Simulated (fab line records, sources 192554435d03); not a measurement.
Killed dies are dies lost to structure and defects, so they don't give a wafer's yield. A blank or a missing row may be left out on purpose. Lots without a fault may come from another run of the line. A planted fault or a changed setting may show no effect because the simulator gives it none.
Chamber matching | flow n5_finfet | N5_PASSIVATION_STRIP_48 on rie_diel-03: 4 sister chambers
The step strips in O2. 4 wafers are shown with their chamber, then 7 later ones without.

WAFERS WITH THEIR CHAMBER
wafer  | chamber | showerhead_plenum_p_Torr (Torr)
L490.2 | 0       | 2.14
L490.4 | 1       | 2.12
L492.3 | 2       | 2.09
L492.4 | 3       | 2.09

WAFERS WITHOUT THEIR CHAMBER
wafer  | showerhead_plenum_p_Torr (Torr)
L492.6 | 2.09
L491.3 | 2.09
L491.4 | 2.12
L491.6 | 2.14
L500.1 | 2.09
L500.5 | 2.08
L500.6 | 2.13

WHICH CHAMBER EACH WENT THROUGH
wafer  | from the rows above     | in truth
L492.6 | can't be placed: 2 or 3 | 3
L491.3 | can't be placed: 2 or 3 | 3
L491.4 | 1                       | 1
L491.6 | 0                       | 0
L500.1 | can't be placed: 2 or 3 | 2
L500.5 | can't be placed: 2 or 3 | 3
L500.6 | can't be placed: 1 or 0 | 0
Placed correctly: 2 of 7. Can't be placed from these rows: 5 (the true chamber is among the candidates in 5). Placed wrongly: 0.
How it was worked out, from the rows above alone: a wafer's distance from a chamber is the root of the sum, over the readings, of the square of ((its reading less the chamber's mean) divided by the reading's scatter). The wafer belongs to the nearest chamber; if the next one is less than 2 further off, it can't be placed. A chamber's mean is the mean of its shown wafers. The scatter: with one shown wafer a chamber, the root of the mean of the squares of how far each hidden wafer lies from its nearest shown one.
